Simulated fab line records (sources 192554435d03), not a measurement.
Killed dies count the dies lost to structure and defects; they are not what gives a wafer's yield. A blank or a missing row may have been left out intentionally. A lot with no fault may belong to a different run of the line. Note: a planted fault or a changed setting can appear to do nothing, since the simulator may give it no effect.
Matching of chambers | flow n5Finfet | N5_BEOL_M4_DESCUM_33 on rieDiel-06 has 4 sister chambers
The step chemistry O2, time 7 s. 16 wafers are shown with their chamber, then 8 later ones without.

WAFERS PAIRED WITH THEIR CHAMBERS
wafer  | chamber | throttleValvePct (%) | showerheadPlenumPTorr (Torr) | oesProductAu (a.u.)
L077.1 | 0       | 20.63                | 1.97                         | 0.69
L077.4 | 3       | 20.70                | 2.06                         | 0.66
L077.5 | 3       | 20.70                | 2.06                         | 0.67
L079.2 | 3       | 20.72                | 2.06                         | 0.66
L079.3 | 2       | 20.03                | 2.22                         | 0.95
L079.6 | 3       | 20.71                | 2.06                         | 0.66
L085.2 | 1       | 20.79                | 2.15                         | 0.71
L085.3 | 0       | 20.34                | 2.22                         | 0.93
L085.4 | 3       | 20.37                | 2.05                         | 0.95
L088.3 | 2       | 20.06                | 2.21                         | 0.90
L088.4 | 0       | 20.35                | 2.22                         | 0.91
L088.6 | 1       | 20.80                | 2.15                         | 0.71
L089.2 | 0       | 20.36                | 2.22                         | 0.91
L089.5 | 0       | 20.34                | 2.22                         | 0.90
L089.6 | 1       | 20.82                | 2.15                         | 0.70
L091.2 | 1       | 20.81                | 2.15                         | 0.70

SIGNATURES (means of the wafers above)
reading               | chamber 0 | chamber 1 | chamber 2 | chamber 3 | scatter within a chamber
throttleValvePct      | 20.4040   | 20.8050   | 20.0450   | 20.6400   | 0.114
showerheadPlenumPTorr | 2.1700    | 2.1500    | 2.2150    | 2.0580    | 0.0646
oesProductAu          | 0.8680    | 0.7050    | 0.9250    | 0.7200    | 0.0947
Rule: for each reading, subtract the chamber's mean from the wafer's reading, divide by that reading's scatter and square the result; add these up over the readings and take the root, which gives the wafer's distance from the chamber. If the next closest chamber is less than 2 further off than the closest, the wafer can't be placed; otherwise it belongs to the closest. How the scatter is found: for the shown wafers, subtract from each reading the mean of its chamber, square and add these, divide the total by (wafers less chambers), then take the root.

WAFERS WITH NO CHAMBER GIVEN
wafer  | throttleValvePct (%) | showerheadPlenumPTorr (Torr) | oesProductAu (a.u.)
L091.5 | 20.82                | 2.15                         | 0.70
L091.6 | 20.08                | 2.21                         | 0.88
L092.1 | 20.08                | 2.21                         | 0.87
L092.2 | 20.39                | 2.05                         | 0.89
L092.4 | 20.84                | 2.15                         | 0.70
L094.2 | 20.37                | 2.22                         | 0.88
L094.4 | 20.08                | 2.21                         | 0.86
L094.5 | 20.09                | 2.21                         | 0.85

WHICH CHAMBER EACH ONE RAN IN
wafer  | from the rows above     | in truth
L091.5 | can't be placed: 1 or 3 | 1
L091.6 | 2                       | 2
L092.1 | 2                       | 2
L092.2 | can't be placed: 0 or 3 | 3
L092.4 | can't be placed: 1 or 3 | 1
L094.2 | 0                       | 0
L094.4 | 2                       | 2
L094.5 | can't be placed: 2 or 0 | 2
Correct placement for 4 of the 8. Cannot be placed on the basis of these rows: 4; the candidates contain the true chamber in 4. Placed wrongly: 0.
